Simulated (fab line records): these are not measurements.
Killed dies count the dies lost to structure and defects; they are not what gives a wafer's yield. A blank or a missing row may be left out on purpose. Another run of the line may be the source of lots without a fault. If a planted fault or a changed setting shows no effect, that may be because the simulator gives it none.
fab line records :: flow n5-finfet
record:
  lots: 7
  wafers: 39
route steps=1938 shown BEOL_M8@1371 PAD_METAL@1895
start-h: start of the lot's first displayed wafer, in hours after the record's first day :: wait-h: how many hours have passed since the lot's step before this one :: " identical to the entry in the row above :: L1.1+2: several wafers, shown together as one row :: - no value present, or no start provided :: * or withheld: withheld :: < > ~ a bound
route shown NAME@n: names a module that has steps shown in the file, with the first one's number in the route :: usual: average and standard deviation across the fault-free wafers :: same: alike in all rows :: chamber/n: place in a boat :: sites: readings site by site :: _std_site: their standard deviation :: _edge_site: inner sites' mean taken away from outer sites' mean :: radius-mm: for every site, how far away it sits from the centre of the wafer :: mask NAME#n: copy n :: behind: the tool/chamber that last shaped the wafer :: hold: the reason the lot was held/the length of the hold in hours/how it ended :: device: which transistor (n, p or np) failed to switch :: end of line: the tests these same wafers got at the end of their route :: where a step has no rows: the recipe by itself :: killed: not the wafer's yield, but the dies lost to structure and defects at the first sort :: map: shows each die of a wafer: x if killed, . if not, _ if none is there
set.NAME: the setting that was run; set.NAME@STEP: the one run at that earlier step :: model.NAME: the simulator's own value behind a step, which no gauge read
lots whose settings were changed on purpose; a table a step, a row a wafer
== steps ==
step: N5_BEOL_M8_ETCH_66
recipe:
  chemistry: N2/H2
  target: SOC
  target-depth-a: 800
  overetch-a: 160
  mask-material: SiARC
  temp-c: 40
  time-s: 120
  ion-energy-ev: 200
  pressure-mtorr: 30
  source-w: 840
  bias-w: 150
  n2-flow-sccm: 200
  h2-flow-sccm: 200
lot.wafer: L074.1+2
tool: rie-diel-06
chamber: 3,2
start-h: 203.49
wait-h: 0.0
set.target-depth-a: 800
model.SiARC_of_BEOL_M8_COAT_64.thk-nm: 6.4
model.BEOL_M8.cd-nm: 40.2

lot.wafer: L074.3+4+6
tool: rie-diel-06
chamber: 1,0,0
start-h: 203.49
wait-h: 0.0
set.target-depth-a: 800
model.SiARC_of_BEOL_M8_COAT_64.thk-nm: 6.6
model.BEOL_M8.cd-nm: 40

lot.wafer: L074.5
tool: rie-diel-06
chamber: 1
start-h: 203.49
wait-h: 0.0
set.target-depth-a: 800
model.SiARC_of_BEOL_M8_COAT_64.thk-nm: 6.6
model.BEOL_M8.cd-nm: 39.8

lot.wafer: L086.3+5
tool: rie-diel-06
chamber: 2,0
start-h: 278.54
wait-h: 0.0
set.target-depth-a: 800
model.SiARC_of_BEOL_M8_COAT_64.thk-nm: 6.4
model.BEOL_M8.cd-nm: 40

lot.wafer: L086.6
tool: rie-diel-06
chamber: 3
start-h: 278.54
wait-h: 0.0
set.target-depth-a: 800
model.SiARC_of_BEOL_M8_COAT_64.thk-nm: 6.2
model.BEOL_M8.cd-nm: 40

lot.wafer: L089.1+2+3+4+5
tool: rie-diel-05
chamber: 1,2,0,3,1
start-h: 293.75
wait-h: 0.0
set.target-depth-a: 800
model.SiARC_of_BEOL_M8_COAT_64.thk-nm: 6.4
model.BEOL_M8.cd-nm: 40

lot.wafer: L089.6
tool: rie-diel-05
chamber: 2
start-h: 293.75
wait-h: 0.0
set.target-depth-a: 800
model.SiARC_of_BEOL_M8_COAT_64.thk-nm: 6.4
model.BEOL_M8.cd-nm: 40.2

lot.wafer: L090.1
tool: rie-diel-06
chamber: 0
start-h: 300.77
wait-h: 0.0
set.target-depth-a: 800
model.SiARC_of_BEOL_M8_COAT_64.thk-nm: 6.6
model.BEOL_M8.cd-nm: 40.2

lot.wafer: L090.2
tool: rie-diel-06
chamber: 3
start-h: 300.77
wait-h: 0.0
set.target-depth-a: 1030
model.SiARC_of_BEOL_M8_COAT_64.thk-nm: 4.8
model.BEOL_M8.cd-nm: 40.6

lot.wafer: L090.3
tool: rie-diel-06
chamber: 1
start-h: 300.77
wait-h: 0.0
set.target-depth-a: 800
model.SiARC_of_BEOL_M8_COAT_64.thk-nm: 6.4
model.BEOL_M8.cd-nm: 40.2

lot.wafer: L090.4
tool: rie-diel-06
chamber: 3
start-h: 300.77
wait-h: 0.0
set.target-depth-a: 1030
model.SiARC_of_BEOL_M8_COAT_64.thk-nm: 5
model.BEOL_M8.cd-nm: 40.4

lot.wafer: L090.5
tool: rie-diel-06
chamber: 1
start-h: 300.77
wait-h: 0.0
set.target-depth-a: 1030
model.SiARC_of_BEOL_M8_COAT_64.thk-nm: 5.2
model.BEOL_M8.cd-nm: 40.8

lot.wafer: L090.6
tool: rie-diel-06
chamber: 0
start-h: 300.77
wait-h: 0.0
set.target-depth-a: 800
model.SiARC_of_BEOL_M8_COAT_64.thk-nm: 6.6
model.BEOL_M8.cd-nm: 40.4

lot.wafer: L093.1+6
tool: rie-diel-04
chamber: 1
start-h: 309.00
wait-h: 0.0
set.target-depth-a: 1139
model.SiARC_of_BEOL_M8_COAT_64.thk-nm: 4.4
model.BEOL_M8.cd-nm: 40.6

lot.wafer: L093.2
tool: rie-diel-04
chamber: 0
start-h: 309.00
wait-h: 0.0
set.target-depth-a: 1139
model.SiARC_of_BEOL_M8_COAT_64.thk-nm: 4.4
model.BEOL_M8.cd-nm: 40.4

lot.wafer: L093.3
tool: rie-diel-04
chamber: 2
start-h: 309.00
wait-h: 0.0
set.target-depth-a: 800
model.SiARC_of_BEOL_M8_COAT_64.thk-nm: 6.4
model.BEOL_M8.cd-nm: 39.6

lot.wafer: L093.4+5
tool: rie-diel-04
chamber: 3,0
start-h: 309.00
wait-h: 0.0
set.target-depth-a: 800
model.SiARC_of_BEOL_M8_COAT_64.thk-nm: 6.4
model.BEOL_M8.cd-nm: 39.8

lot.wafer: L092.1+3
tool: rie-diel-04
chamber: 1,0
start-h: 319.97
wait-h: 0.0
set.target-depth-a: 1173
model.SiARC_of_BEOL_M8_COAT_64.thk-nm: 4.2
model.BEOL_M8.cd-nm: 40.6

lot.wafer: L092.2
tool: rie-diel-04
chamber: 2
start-h: 319.97
wait-h: 0.0
set.target-depth-a: 1173
model.SiARC_of_BEOL_M8_COAT_64.thk-nm: 4
model.BEOL_M8.cd-nm: 40.6

lot.wafer: L092.4+5
tool: rie-diel-04
chamber: 3,0
start-h: 319.97
wait-h: 0.0
set.target-depth-a: 800
model.SiARC_of_BEOL_M8_COAT_64.thk-nm: 6.4
model.BEOL_M8.cd-nm: 39.8

lot.wafer: L092.6
tool: rie-diel-04
chamber: 3
start-h: 319.97
wait-h: 0.0
set.target-depth-a: 800
model.SiARC_of_BEOL_M8_COAT_64.thk-nm: 6.2
model.BEOL_M8.cd-nm: 40

lot.wafer: L097.1+3+4+6
tool: rie-diel-05
chamber: 1,3,3,1
start-h: 348.72
wait-h: 0.0
set.target-depth-a: 800
model.SiARC_of_BEOL_M8_COAT_64.thk-nm: 6.4
model.BEOL_M8.cd-nm: 40.2

lot.wafer: L097.2+5
tool: rie-diel-05
chamber: 2
start-h: 348.72
wait-h: 0.0
set.target-depth-a: 800
model.SiARC_of_BEOL_M8_COAT_64.thk-nm: 6.6
model.BEOL_M8.cd-nm: 40.2
step: N5_PASSIVATION_SPUTTER_20
recipe:
  material: TaN
  target-thk-a: 500
  temp-c: 25
  chamber-pressure-pa: 0.4
lot.wafer: L074.1
tool: pvd-sputter-03
chamber: -
start-h: 265.65
wait-h: 0.0
set.target-thk-a: 500
model.TaN_of_PASSIVATION_SPUTTER_20.thk-nm: 50

lot.wafer: L074.2
tool: pvd-sputter-03
chamber: -
start-h: 265.65
wait-h: 0.0
set.target-thk-a: 580.4
model.TaN_of_PASSIVATION_SPUTTER_20.thk-nm: 57.8

lot.wafer: L074.3
tool: pvd-sputter-03
chamber: -
start-h: 265.65
wait-h: 0.0
set.target-thk-a: 580.4
model.TaN_of_PASSIVATION_SPUTTER_20.thk-nm: 58

lot.wafer: L074.4
tool: pvd-sputter-03
chamber: -
start-h: 265.65
wait-h: 0.0
set.target-thk-a: 500
model.TaN_of_PASSIVATION_SPUTTER_20.thk-nm: 50.2

lot.wafer: L074.5
tool: pvd-sputter-03
chamber: -
start-h: 265.65
wait-h: 0.0
set.target-thk-a: 580.4
model.TaN_of_PASSIVATION_SPUTTER_20.thk-nm: 57.6

lot.wafer: L074.6
tool: pvd-sputter-03
chamber: -
start-h: 265.65
wait-h: 0.0
set.target-thk-a: 500
model.TaN_of_PASSIVATION_SPUTTER_20.thk-nm: 50.6

lot.wafer: L086.3
tool: pvd-sputter-01
chamber: -
start-h: 337.19
wait-h: 0.0
set.target-thk-a: 500
model.TaN_of_PASSIVATION_SPUTTER_20.thk-nm: 49.8

lot.wafer: L086.5+6
tool: pvd-sputter-01
chamber: -
start-h: 337.19
wait-h: 0.0
set.target-thk-a: 500
model.TaN_of_PASSIVATION_SPUTTER_20.thk-nm: 50.4

lot.wafer: L089.1
tool: pvd-sputter-03
chamber: -
start-h: 362.62
wait-h: 0.0
set.target-thk-a: 500
model.TaN_of_PASSIVATION_SPUTTER_20.thk-nm: 49.6

lot.wafer: L089.2+6
tool: pvd-sputter-03
chamber: -
start-h: 362.62
wait-h: 0.0
set.target-thk-a: 500
model.TaN_of_PASSIVATION_SPUTTER_20.thk-nm: 49.4

lot.wafer: L089.3
tool: pvd-sputter-03
chamber: -
start-h: 362.62
wait-h: 0.0
set.target-thk-a: 604.9
model.TaN_of_PASSIVATION_SPUTTER_20.thk-nm: 59.8

lot.wafer: L089.4+5
tool: pvd-sputter-03
chamber: -
start-h: 362.62
wait-h: 0.0
set.target-thk-a: 604.9
model.TaN_of_PASSIVATION_SPUTTER_20.thk-nm: 60

lot.wafer: L090.1+5
tool: pvd-sputter-02
chamber: -
start-h: 365.59
wait-h: 0.0
set.target-thk-a: 500
model.TaN_of_PASSIVATION_SPUTTER_20.thk-nm: 50.2

lot.wafer: L090.2
tool: pvd-sputter-02
chamber: -
start-h: 365.59
wait-h: 0.0
set.target-thk-a: 408.3
model.TaN_of_PASSIVATION_SPUTTER_20.thk-nm: 41

lot.wafer: L090.3+6
tool: pvd-sputter-02
chamber: -
start-h: 365.59
wait-h: 0.0
set.target-thk-a: 408.3
model.TaN_of_PASSIVATION_SPUTTER_20.thk-nm: 41.4

lot.wafer: L090.4
tool: pvd-sputter-02
chamber: -
start-h: 365.59
wait-h: 0.0
set.target-thk-a: 500
model.TaN_of_PASSIVATION_SPUTTER_20.thk-nm: 50

lot.wafer: L093.1+2
tool: pvd-sputter-03
chamber: -
start-h: 375.19
wait-h: 0.0
set.target-thk-a: 500
model.TaN_of_PASSIVATION_SPUTTER_20.thk-nm: 49

lot.wafer: L093.3+6
tool: pvd-sputter-03
chamber: -
start-h: 375.19
wait-h: 0.0
set.target-thk-a: 500
model.TaN_of_PASSIVATION_SPUTTER_20.thk-nm: 48.8

lot.wafer: L093.4
tool: pvd-sputter-03
chamber: -
start-h: 375.19
wait-h: 0.0
set.target-thk-a: 500
model.TaN_of_PASSIVATION_SPUTTER_20.thk-nm: 49.4

lot.wafer: L093.5
tool: pvd-sputter-03
chamber: -
start-h: 375.19
wait-h: 0.0
set.target-thk-a: 500
model.TaN_of_PASSIVATION_SPUTTER_20.thk-nm: 49.2

lot.wafer: L092.1+5+6
tool: pvd-sputter-02
chamber: -
start-h: 385.43
wait-h: 0.0
set.target-thk-a: 646.4
model.TaN_of_PASSIVATION_SPUTTER_20.thk-nm: 64.4

lot.wafer: L092.2+3
tool: pvd-sputter-02
chamber: -
start-h: 385.43
wait-h: 0.0
set.target-thk-a: 500
model.TaN_of_PASSIVATION_SPUTTER_20.thk-nm: 49.6

lot.wafer: L092.4
tool: pvd-sputter-02
chamber: -
start-h: 385.43
wait-h: 0.0
set.target-thk-a: 500
model.TaN_of_PASSIVATION_SPUTTER_20.thk-nm: 49.8

lot.wafer: L097.1
tool: pvd-sputter-01
chamber: -
start-h: 410.28
wait-h: 0.0
set.target-thk-a: 500
model.TaN_of_PASSIVATION_SPUTTER_20.thk-nm: 50

lot.wafer: L097.2+3
tool: pvd-sputter-01
chamber: -
start-h: 410.28
wait-h: 0.0
set.target-thk-a: 500
model.TaN_of_PASSIVATION_SPUTTER_20.thk-nm: 49.4

lot.wafer: L097.4+6
tool: pvd-sputter-01
chamber: -
start-h: 410.28
wait-h: 0.0
set.target-thk-a: 500
model.TaN_of_PASSIVATION_SPUTTER_20.thk-nm: 49.6

lot.wafer: L097.5
tool: pvd-sputter-01
chamber: -
start-h: 410.28
wait-h: 0.0
set.target-thk-a: 500
model.TaN_of_PASSIVATION_SPUTTER_20.thk-nm: 50.6
== key ==
split:
  step: N5_BEOL_M8_ETCH_66
  setting: target-depth-a
  stated: 800
  by: wafer
response:
  step: N5_BEOL_M8_ETCH_66
  reading: model.SiARC_of_BEOL_M8_COAT_64.thk-nm
  change: -0.0482
  per: 1%
  r: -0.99
response:
  step: N5_BEOL_M8_ETCH_66
  reading: model.BEOL_M8.cd-nm
  change: +0.0162
  per: 1%
  r: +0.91
split:
  step: N5_PASSIVATION_SPUTTER_20
  setting: target-thk-a
  stated: 500
  by: wafer
response:
  step: N5_PASSIVATION_SPUTTER_20
  reading: model.TaN_of_PASSIVATION_SPUTTER_20.thk-nm
  change: +0.494
  per: 1%
  r: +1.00
